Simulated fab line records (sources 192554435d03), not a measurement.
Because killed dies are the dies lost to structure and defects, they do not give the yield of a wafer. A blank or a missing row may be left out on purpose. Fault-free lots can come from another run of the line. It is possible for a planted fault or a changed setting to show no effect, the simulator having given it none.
Chamber matching || flow n5 finfet || N5_BEOL_M12_DEP_53 on pecvd-01 has 3 sister chambers
The step deposits SiCN from 3MS/NH3, target thk 30 nm, time 10.5 s. 6 wafers are shown with their chamber, then 12 later ones without.

## WAFERS PAIRED WITH THEIR CHAMBERS
{"wafer": "L086.1", "chamber": 0, "showerhead plenum p Torr (Torr)": 4.145, "throttle valve pct (%)": 17.9}
{"wafer": "L087.5", "chamber": 1, "showerhead plenum p Torr (Torr)": 4.149, "throttle valve pct (%)": 18.3}
{"wafer": "L087.6", "chamber": 2, "showerhead plenum p Torr (Torr)": 4.179, "throttle valve pct (%)": 18.0}
{"wafer": "L088.1", "chamber": 0, "showerhead plenum p Torr (Torr)": 4.157, "throttle valve pct (%)": 18.1}
{"wafer": "L088.4", "chamber": 1, "showerhead plenum p Torr (Torr)": 4.147, "throttle valve pct (%)": 17.8}
{"wafer": "L088.5", "chamber": 2, "showerhead plenum p Torr (Torr)": 4.184, "throttle valve pct (%)": 18.0}

## WAFERS MISSING THEIR CHAMBER
{"wafer": "L089.1", "showerhead plenum p Torr (Torr)": 4.156, "throttle valve pct (%)": 17.9}
{"wafer": "L089.4", "showerhead plenum p Torr (Torr)": 4.155, "throttle valve pct (%)": 18.2}
{"wafer": "L089.6", "showerhead plenum p Torr (Torr)": 4.181, "throttle valve pct (%)": 18.2}
{"wafer": "L092.1", "showerhead plenum p Torr (Torr)": 4.162, "throttle valve pct (%)": 18.3}
{"wafer": "L092.2", "showerhead plenum p Torr (Torr)": 4.151, "throttle valve pct (%)": 18.2}
{"wafer": "L092.5", "showerhead plenum p Torr (Torr)": 4.158, "throttle valve pct (%)": 18.1}
{"wafer": "L097.1", "showerhead plenum p Torr (Torr)": 4.163, "throttle valve pct (%)": 18.1}
{"wafer": "L097.2", "showerhead plenum p Torr (Torr)": 4.174, "throttle valve pct (%)": 18.2}
{"wafer": "L097.3", "showerhead plenum p Torr (Torr)": 4.153, "throttle valve pct (%)": 18.0}
{"wafer": "L097.4", "showerhead plenum p Torr (Torr)": 4.159, "throttle valve pct (%)": 18.1}
{"wafer": "L097.5", "showerhead plenum p Torr (Torr)": 4.167, "throttle valve pct (%)": 18.3}
{"wafer": "L097.6", "showerhead plenum p Torr (Torr)": 4.156, "throttle valve pct (%)": 18.5}

## EACH ONE'S CHAMBER
{"wafer": "L089.1", "from the rows above": "can't be placed: 0 or 1", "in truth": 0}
{"wafer": "L089.4", "from the rows above": "can't be placed: 0 or 1", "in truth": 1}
{"wafer": "L089.6", "from the rows above": 2, "in truth": 2}
{"wafer": "L092.1", "from the rows above": "can't be placed: 0 or 1 or 2", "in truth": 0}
{"wafer": "L092.2", "from the rows above": "can't be placed: 1 or 0", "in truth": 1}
{"wafer": "L092.5", "from the rows above": "can't be placed: 0 or 1", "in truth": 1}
{"wafer": "L097.1", "from the rows above": "can't be placed: 0 or 1 or 2", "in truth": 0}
{"wafer": "L097.2", "from the rows above": 2, "in truth": 2}
{"wafer": "L097.3", "from the rows above": "can't be placed: 0 or 1", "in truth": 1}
{"wafer": "L097.4", "from the rows above": "can't be placed: 0 or 1", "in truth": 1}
{"wafer": "L097.5", "from the rows above": "can't be placed: 2 or 0 or 1", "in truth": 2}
{"wafer": "L097.6", "from the rows above": "can't be placed: 0 or 1", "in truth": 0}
Correct placement for 2 of the 12. These rows do not allow placing 10 (true chamber among the candidates in 10). Number placed wrongly: 0.
How it was worked out, from the rows above alone: a wafer's distance from a chamber is the root of the sum, over the readings, of the square of ((its reading less the chamber's mean) divided by the reading's scatter). If the next closest chamber is less than 2 further off than the closest, the wafer can't be placed; otherwise it belongs to the closest. A chamber's mean is the mean of its shown wafers. The scatter: the root of (the sum of the squares of (reading less its chamber's mean) over the shown wafers, divided by (wafers less chambers)).
